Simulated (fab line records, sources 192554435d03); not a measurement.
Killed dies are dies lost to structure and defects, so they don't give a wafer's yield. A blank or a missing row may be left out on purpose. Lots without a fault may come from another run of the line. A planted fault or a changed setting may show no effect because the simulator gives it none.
fab line records | flow n5_finfet
record lots=10 wafers=28 last_day=18
route steps=1938 shown BEOL_M0@717 BEOL_M4@1111
lots that met no fault: from a run of the same line without faults
start_h: hours from the record's first day to the start of the lot's first wafer shown | wait_h: hours since the lot's step before | " the same as in the row above | L1.1+2: a row that stands for several wafers | - no value, or no start given | * or withheld: withheld | < > ~ a bound
route shown NAME@n: a module of which the file shows steps, and the number in the route of the first | usual: mean/standard deviation of fault-free wafers | same: alike in all rows | chamber/n: place in a boat | sites: the reading at each site | _std_site: their standard deviation | _edge_site: outer sites' mean less inner sites' | radius_mm: how far each site lies from the wafer's centre | mask NAME#n: copy n | behind: the tool/chamber that last shaped the wafer | hold: why the lot was held/for how many hours/how that ended | device: the transistor (n, p or np) that didn't switch | end of line: the same wafers' tests at the end of the route | a step without rows: its recipe alone | killed: dies lost to structure and defects at the first sort, not the wafer's yield | map: a wafer's dies, x killed, . not, _ none there
set.NAME: the setting as run; set.NAME@STEP: as run at that earlier step | model.NAME: the simulator's own value behind a step, which no gauge read
steps of the route over a sample of lots; a table a step, a row a wafer
services: from which hour (start_h, from the record's first day; less than 0 if before it) a tool's chamber was out of use, for how many hours, and why
## steps
# step N5_BEOL_M0_STRIP_140
# recipe chemistry=CF4 resist=SiARC power_w=300 bias_power_w=75 pressure_mtorr=50 cf4_flow_sccm=150 rf_frequency_hz=6e+07
# usual drypump_motor_current_A=5.8/0.48 oes_product_au=0.75/0.076 rf_vpp_V=271.0/1.7 showerhead_plenum_p_Torr=1.79/0.052 throttle_valve_pct=13.70/0.27
# columns lot.wafer tool chamber start_h wait_h drypump_motor_current_A oes_product_au rf_hours_counter_h rf_vpp_V showerhead_plenum_p_Torr throttle_valve_pct
L401.3 rie_diel-02 2 115.97 0.1 5.7 0.82 76 271.6 1.83 13.64
L401.4 " 1 " " 5.8 0.76 117 270.6 1.71 13.41
L401.6 " 3 " " 5.9 0.95 - 271.9 1.77 13.48
L402.1 rie_diel-05 0 127.97 0.3 6.4 0.77 144 269.6 1.76 13.76
L402.3 " 1 " " 4.8 0.70 188 271.5 1.84 13.89
L402.5 " 3 " " 5.7 0.69 - 271.0 1.86 13.67
L407.4 rie_diel-02 1 152.03 0.1 5.8 0.75 129 267.6 1.71 13.48
L407.5 " 0 " " 5.3 0.73 - 271.7 1.80 13.94
L407.6 " 1 " " 5.9 0.74 - 269.6 1.71 13.46
L416.1 rie_diel-02 1 209.88 0.2 5.8 0.73 149 268.8 1.71 13.49
L416.5 " 1 " " 5.8 0.74 - 265.9 1.71 13.48
L416.6 " 3 " " 5.9 0.87 - 271.3 1.76 13.58
L417.1 rie_diel-01 1 214.92 0.3 6.6 0.89 9 273.6 1.82 12.92
L417.3 " 1 " " 6.5 0.91 - 270.2 1.82 12.93
L417.6 " 1 " " 6.5 0.90 - 271.5 1.82 12.93
L418.1 rie_diel-02 3 217.14 0.1 5.9 0.86 44 270.5 1.76 13.58
L418.2 " 0 " " 5.3 0.72 206 271.2 1.79 14.00
L419.1 rie_diel-01 0 224.01 0.1 6.3 0.96 2 273.8 1.90 13.48
L419.2 " 2 " " 5.7 0.73 197 273.9 1.85 14.01
L419.3 " 3 " " 5.7 0.73 188 270.3 1.77 13.61
L420.1 rie_diel-05 2 231.84 0.1 5.9 0.70 220 269.8 1.76 13.73
L420.3 " 3 " " 5.6 0.68 247 272.7 1.85 13.76
L420.4 " 0 " " 6.4 0.73 179 267.9 1.75 13.86
L422.2 rie_diel-01 0 239.98 0.1 6.2 0.95 8 275.1 1.90 13.51
L422.5 " 2 " " 5.7 0.74 - 273.6 1.85 14.01
L422.6 " 1 " " 6.5 0.87 - 274.1 1.81 12.96
L424.2 rie_diel-02 1 258.95 0.2 5.9 0.71 172 270.5 1.70 13.58
L424.5 " 0 " " 5.3 0.70 - 271.5 1.79 14.03
# step N5_BEOL_M0_OCD_MEAS_108
# usual trench_depth_nm=32.4/0.68
# columns lot.wafer tool chamber start_h wait_h trench_depth_nm
L401.3 ocd-01 - 116.27 0.1 31.8
L401.4 " - " " 32.4
L401.6 " - " " 32.1
L402.1 ocd-01 - 128.32 0.1 32.8
L402.3 " - " " 31.8
L402.5 " - " " 32.0
L407.4 ocd-01 - 152.93 0.1 33.4
L407.5 " - " " 33.5
L407.6 " - " " 32.0
L416.1 ocd-01 - 210.79 0.1 33.1
L416.5 " - " " 31.9
L416.6 " - " " 33.7
L417.1 ocd-01 - 215.25 0.1 32.4
L417.3 " - " " 33.0
L417.6 " - " " 32.5
L418.1 ocd-02 - 217.64 0.1 31.2
L418.2 " - " " 31.8
L419.1 ocd-02 - 224.30 0.1 31.8
L419.2 " - " " 32.2
L419.3 " - " " 32.8
L420.1 ocd-02 - 232.13 0.1 31.8
L420.3 " - " " 33.2
L420.4 " - " " 31.7
L422.2 ocd-01 - 240.50 0.1 34.2
L422.5 " - " " 33.8
L422.6 " - " " 33.9
L424.2 ocd-01 - 259.96 0.1 33.2
L424.5 " - " " 34.1
# step N5_BEOL_M0_SPUTTER_132
# recipe material=Cu target_thk_a=40 temp_c=-20 chamber_pressure_pa=0.07 power_w=withheld time_s=7.37
# usual throttle_valve_pct=29.6/0.86
# same time_s=7.37
# columns lot.wafer tool chamber start_h wait_h throttle_valve_pct
L401.3 pvd_sputter-01 - 117.86 0.0 30.4
L401.4 " - " " 30.3
L401.6 " - " " 28.8
L402.1 pvd_sputter-01 - 131.41 0.0 30.5
L402.3 " - " " 28.4
L402.5 " - " " 28.9
L407.4 pvd_sputter-02 - 154.79 0.0 29.7
L407.5 " - " " 30.3
L407.6 " - " " 29.8
L416.1 pvd_sputter-01 - 212.22 0.0 28.3
L416.5 " - " " 28.6
L416.6 " - " " 29.1
L417.1 pvd_sputter-01 - 217.26 0.0 28.2
L417.3 " - " " 29.9
L417.6 " - " " 28.6
L418.1 pvd_sputter-01 - 219.36 0.0 30.7
L418.2 " - " " 28.8
L419.1 pvd_sputter-02 - 228.60 0.0 30.2
L419.2 " - " " 29.7
L419.3 " - " " 29.8
L420.1 pvd_sputter-03 - 234.29 0.0 30.9
L420.3 " - " " 29.0
L420.4 " - " " 30.6
L422.2 pvd_sputter-02 - 243.47 0.0 29.9
L422.5 " - " " 30.3
L422.6 " - " " 29.6
L424.2 pvd_sputter-01 - 262.81 0.0 28.7
L424.5 " - " " 28.7
# step N5_BEOL_M0_CMP_120
# recipe stop_on=SiOC t_overpolish_s=6.9 down_force_psi=1 platen_rpm=50 clearing_platen_down_force_psi=1.5 clearing_platen_rpm=50 post_cmp_clean=cu_alkaline clearing_platen_pad_velocity_m_s=0.99484 pad_velocity_m_s=0.99484
# usual barrier_field_endpoint_s=3.58/0.15 clearing_platen_rpm=50.003/0.028 motor_current_A=5.9/0.79 overpolish_run_s=6.902/0.0095 platen_rpm=50.00/0.034 time_to_endpoint_s=61/3.8
# columns lot.wafer tool chamber start_h wait_h barrier_field_endpoint_s clearing_platen_rpm motor_current_A overpolish_run_s platen_rpm time_to_endpoint_s
L401.3 cmp-03 1 118.59 0.2 3.68 49.984 6.0 6.903 50.01 63
L401.4 " 3 " " 3.76 50.030 6.1 6.899 49.99 64
L401.6 " 1 " " 3.87 50.006 5.5 6.900 49.99 63
L402.3 cmp-04 2 132.31 0.3 3.30 49.978 5.8 6.911 49.96 58
L402.1 " 3 " " 3.27 50.037 6.0 6.906 49.99 55
L402.5 " 2 " " 3.42 49.966 5.7 6.899 49.97 59
L407.4 cmp-03 3 155.96 0.2 3.66 50.007 5.9 6.909 49.95 65
L407.6 " 2 " " 3.54 50.033 6.5 6.904 50.01 62
L407.5 " 3 " " 3.59 50.077 5.9 6.905 49.99 63
L416.1 cmp-03 1 213.17 0.4 1.95 50.040 6.0 6.892 49.94 32
L416.6 " 2 " " 1.88 50.009 6.4 6.883 49.95 31
L416.5 " 3 " " 3.54 50.059 5.8 6.902 49.95 65
L417.1 cmp-03 2 218.07 0.3 1.88 49.966 6.5 6.902 50.05 32
L417.3 " 3 " " 3.58 50.032 5.8 6.883 50.01 64
L417.6 " 0 " " 1.86 50.025 7.5 6.887 49.99 34
L418.2 cmp-03 3 220.19 0.3 3.77 50.004 5.9 6.898 49.96 64
L418.1 " 0 " " 2.10 49.992 7.3 6.903 50.04 32
L419.3 cmp-01 1 229.33 0.2 3.37 50.007 6.6 6.924 50.02 58
L419.1 " 2 " " 3.40 50.018 4.6 6.906 49.98 59
L419.2 " 3 " " 3.51 50.028 5.3 6.916 50.00 60
L420.1 cmp-01 1 236.22 1.4 3.33 50.029 6.5 6.908 49.96 58
L420.3 " 2 " " 3.28 49.968 4.6 6.899 49.98 55
L420.4 " 0 " " 3.62 49.975 6.4 6.898 50.00 62
L422.2 cmp-04 3 244.32 0.3 3.56 49.983 5.6 6.913 50.01 54
L422.5 " 0 " " 3.74 49.984 5.9 6.902 50.02 61
L422.6 " 1 " " 3.52 50.010 4.5 6.890 50.03 60
L424.2 cmp-01 0 263.57 0.2 3.67 49.953 6.3 6.905 50.04 64
L424.5 " 0 " " 3.58 49.992 6.3 6.898 50.00 61
# step N5_BEOL_M4_RC_MEAS_101
# usual DIBL_N=36.0/2.5 DIBL_P=36.2/3 IOFF_N=0.16/0.044 IOFF_P=0.21/0.049 ION_N=671/15 ION_P=461/8.7 SS_N=71.5/0.72 SS_P=73.4/0.9 VT_N=251/4.4 VT_P=-250/4
# columns lot.wafer tool chamber start_h wait_h DIBL_N[mV/V] DIBL_P[mV/V] IOFF_N[nA/um] IOFF_P[nA/um] ION_N[uA/um] ION_P[uA/um] SS_N[mV/dec] SS_P[mV/dec] VT_N[mV] VT_P[mV]
L401.3 prober-01 0 180.36 0.3 34.7 33.8 0.13 0.20 653 456 71.5 72.0 255 -250
L401.4 " 0 " " 36.7 36.3 0.16 0.24 672 469 71.4 73.8 249 -243
L401.6 " 0 " " 33.9 32.7 0.12 0.19 667 468 71.0 72.1 252 -246
L402.1 prober-02 0 189.25 0.6 34.6 36.4 0.13 0.19 652 449 71.9 73.2 254 -252
L402.3 " 0 " " 33.6 35.3 0.13 0.17 660 452 71.7 73.2 253 -253
L402.5 " 0 " " 33.5 35.5 0.13 0.18 652 447 72.0 73.0 254 -255
L407.4 prober-01 0 219.58 0.5 36.4 36.8 0.15 0.20 678 464 71.5 73.5 252 -251
L407.5 " 0 " " 34.6 33.4 0.11 0.16 653 452 70.4 72.5 255 -253
L407.6 " 0 " " 35.0 35.4 0.12 0.20 669 468 71.6 72.8 255 -252
L417.1 prober-02 0 271.01 0.0 37.8 37.9 0.20 0.22 691 461 71.4 74.0 245 -252
L417.3 " 0 " " 34.2 32.6 0.12 0.15 660 448 71.2 72.5 254 -254
L417.6 " 0 " " 38.7 38.6 0.23 0.25 700 463 72.4 74.3 243 -251
L416.1 prober-02 0 275.70 0.0 34.1 35.5 0.13 0.21 669 466 71.0 73.4 251 -248
L416.5 " 0 " " 37.7 38.3 0.21 0.25 676 466 72.5 74.1 247 -247
L416.6 " 0 " " 34.2 35.0 0.14 0.20 667 466 71.3 73.2 249 -252
L419.1 prober-01 0 285.81 0.0 35.9 37.7 0.18 0.26 676 469 71.0 73.7 248 -244
L419.2 " 0 " " 34.4 35.8 0.14 0.22 655 460 70.9 73.8 255 -248
L419.3 " 0 " " 36.0 37.3 0.18 0.24 677 469 72.3 73.8 248 -247
L420.1 prober-01 0 286.74 0.4 33.0 31.1 0.10 0.15 653 454 71.0 71.9 258 -255
L420.3 " 0 " " 32.5 31.6 0.10 0.15 643 447 70.5 72.3 259 -253
L420.4 " 0 " " 35.2 35.9 0.14 0.21 668 456 71.3 73.8 250 -251
L418.1 prober-02 0 301.68 0.0 36.5 36.2 0.14 0.20 670 456 71.0 73.2 250 -254
L418.2 " 0 " " 40.5 40.6 0.22 0.27 674 460 72.4 74.5 246 -248
L422.2 prober-01 0 309.42 0.6 36.4 36.3 0.17 0.25 678 473 72.1 73.6 251 -248
L422.5 " 0 " " 39.7 40.5 0.26 0.34 698 475 72.2 74.3 242 -244
L422.6 " 0 " " 34.3 32.5 0.13 0.18 672 460 70.5 72.5 251 -249
L424.2 prober-02 0 318.85 0.2 37.1 38.2 0.17 0.21 685 470 71.1 74.5 253 -253
L424.5 " 0 " " 34.0 34.5 0.12 0.16 675 460 70.8 73.5 252 -258
## services
# columns tool chamber start_h hours kind
pvd_sputter-01 - 103.56 0.8 repair
pvd_sputter-01 - 112.07 4.3 repair
cmp-01 - 129.25 7.7 pm
cmp-03 - 131.93 4.0 pm
rie_diel-05 3 132.65 7.5 repair
pvd_sputter-02 - 134.70 2.2 repair
rie_diel-01 1 135.00 12.9 repair
cmp-03 - 135.93 - consumable_replace:conditioner
cmp-03 - 135.93 - consumable_replace:pad
pvd_sputter-01 - 138.71 1.8 repair
cmp-04 - 153.06 6.5 repair
rie_diel-01 1 177.02 - clean
rie_diel-01 1 177.02 - consumable_replace:esc
cmp-04 - 191.48 0.5 repair
rie_diel-02 - 195.71 3.6 repair
rie_diel-05 0 203.48 8.1 repair
rie_diel-02 2 205.00 27.5 repair
cmp-01 - 213.14 15.0 pm
rie_diel-02 0 226.35 10.5 repair
cmp-01 - 241.18 2.2 pm
rie_diel-02 3 241.86 46.0 repair
cmp-01 - 243.90 4.0 pm
cmp-04 - 248.72 3.4 repair
cmp-01 - 260.80 0.8 repair
## key
first_sign step=N5_BEOL_M0_CMP_120 reading=barrier_field_endpoint_s direction=down sigmas=11 usual=3.58 struck=1.93
effect step=N5_BEOL_M0_CMP_120 reading=time_to_endpoint_s direction=down sigmas=7.5 usual=* struck=*
met_at N5_BEOL_M0_CMP_120
struck_lots L416,L417,L418
struck_wafers L416.1,L416.6,L417.1,L417.6,L418.1
not_acting_at N5_BEOL_M0_STRIP_140,N5_BEOL_M0_OCD_MEAS_108,N5_BEOL_M0_SPUTTER_132
onset_between 155.96 213.17
fault kind=process_parameter_drift tool=cmp-03 chamber=- onset_h=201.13 steps=N5_BEOL_M0_CMP_120 channel=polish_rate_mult offset=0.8 shape=step end_h=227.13 scope=struck_wafers_only
